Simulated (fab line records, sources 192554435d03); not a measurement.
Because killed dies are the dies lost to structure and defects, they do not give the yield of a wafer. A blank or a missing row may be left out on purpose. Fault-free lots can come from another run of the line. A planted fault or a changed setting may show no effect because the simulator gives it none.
8D (eight disciplines) problem report, filled in by code :: flow n5-finfet :: the parts of the form that need people (team, actions taken, sign-off) are left out

1. THE PROBLEM
spin-speed-rpm at N5_BEOL_M9_COAT_64 reads a mean of 1573.6 rpm on 6 wafers of 2 lots; wafers without a fault read 1500.0 rpm with a standard deviation of 1.1. Relative to the usual mean, that is a shift of +67 standard deviations.
The step: time 60 s, resist thk 12 nm.
Seen first at day 14 10:26 on litho-track-05, wafer L436.1. Wafers with a number at this step in the record: 36, from 12 lots. Rule for "out", or "out of limits": more than 4 standard deviations from the usual mean. All remaining wafers that have a number are taken as sound.

2. WHAT THIS IS AND IS NOT
question: which readings at this step
is: spin-speed-rpm
is not: resist-line-temp-C

question: which lots
is: L435, L436
is not: L418, L421, L423, L425, L426, L428, L429, L438, L439, L440

question: which wafers of those lots
is: all that have a number
is not: -

question: read on which tools
is: litho-track-05
is not: litho-track-01, litho-track-04

question: when
is: from day 14 10:26
is not: up to then (21 sound wafers); but 9 sound wafers of L438, L439, L440 came after

3. WHAT RULES OUT EACH SUSPECT
Counting: a tool stays on the suspect list if, at a process step up to the reading, it processed all lots that are out and no sound lot following the first of them.
- uv-cure-01 at N5_BEOL_M9_CURE_71 (cures SiCOH lowk, time 240 s): ruled out as a lasting fault. Following L436 (day 14 06:37), the first lot on it that is out, the sound lots L439, L440 were run on it.
- pecvd-04 at N5_BEOL_M9_PECVD_70 (deposits SiO2 from TEOS/O2, target thk 20 nm, time 22.7 s): ruled out as a lasting fault. Following L436 (day 14 07:10), the first lot on it that is out, the sound lots L440, L438 were run on it.
- litho-track-05 at N5_BEOL_M9_COAT_64 (time 60 s, resist thk 12 nm): kept. It ran every lot that is out, first L436 (day 14 10:26), and no sound lot after that; its last sound lot up to then is L428 (day 11 20:44). Its own spin-speed-rpm readings are out on those wafers.
The count leaves litho-track-05 at N5_BEOL_M9_COAT_64.

4. THE CAUSE (what the simulator had put in)
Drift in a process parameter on litho-track-05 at N5_BEOL_M9_COAT_64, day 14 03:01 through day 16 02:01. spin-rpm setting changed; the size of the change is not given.
Only this tool survived the counting.

5. THE EFFECT CHAIN, in route order
One row per reading whose mean, taken over the struck wafers that have a number, lies over 3 standard deviations from the usual. Only readings whose record carries a usual standard deviation are examined. hours: median over the lots of the time between each lot's start at the first step of this table that gives one and its start at this step. sigmas: the change, counted in usual standard deviations.
hours: 0
step: N5_BEOL_M9_COAT_64
reading: spin-speed-rpm
usual: 1500.0 rpm
on struck wafers: 1573.6
change: +73.6
sigmas: +67
It contains these process steps:
- N5_BEOL_M9_COAT_64: time 60 s, resist thk 12 nm.

6. WHAT WOULD HAVE CAUGHT IT SOONER
7 hours passed between the start of the fault at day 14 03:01 and the first reading out of limits in this record, taken at day 14 10:26.
